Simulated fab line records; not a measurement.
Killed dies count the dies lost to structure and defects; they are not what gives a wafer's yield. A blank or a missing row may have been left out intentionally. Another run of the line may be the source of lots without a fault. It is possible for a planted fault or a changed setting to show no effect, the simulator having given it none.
What tool caused it?	flow n5 finfet	at 1 step of a route of 1938, 12 lots with 36 wafers sampled

## WHAT THE GAUGES SHOWED, per wafer
N5_BEOL_M3_INSPECT_59: inspects for defects (darkfield).
lot	measured	on	raw defect count
L075	day 7 12:08	defect inspect-02	57 84 55
L077	day 8 03:59	defect inspect-02	48 55 52
L080	day 8 17:40	defect inspect-02	69 62 80
L081	day 9 08:52	defect inspect-02	35 43 53
L083	day 9 14:24	defect inspect-01	66 76 42
L086	day 10 18:39	defect inspect-02	90 116 108
L087	day 10 21:52	defect inspect-02	62 74 90
L088	day 11 08:49	defect inspect-01	90 50 48
L091	day 12 01:01	defect inspect-02	86 83 135
L092	day 12 03:35	defect inspect-01	64 39 41
L097	day 13 00:04	defect inspect-01	68 64 98
L096	day 13 13:10	defect inspect-01	69 61 58

## EACH LOT AND THE TOOL THAT RAN IT (in order: tool; ch and the chambers of the sampled wafers; start)
The record holds no process step before these readings.

## THE ANSWER, worked out from the rows above alone
Rule: usual is defined by the lots themselves. The widest of any qualifying gaps counts: lots, ordered by their means at a reading, are off when they make up no more than a third of the lots, leave a main group of 4 or more, and stand apart from it by 3 or more times the standard deviation of that group's means. A main group whose means are all the same, to the digits that the tables above print for the reading, isn't used. A lot without any number at a reading at which 4 lots or more have one is off too. The other lots that the step has rows for count as sound.
Nothing can be told from this: no lot is off at any reading shown.

## WHAT WAS PUT IN BY THE SIMULATOR
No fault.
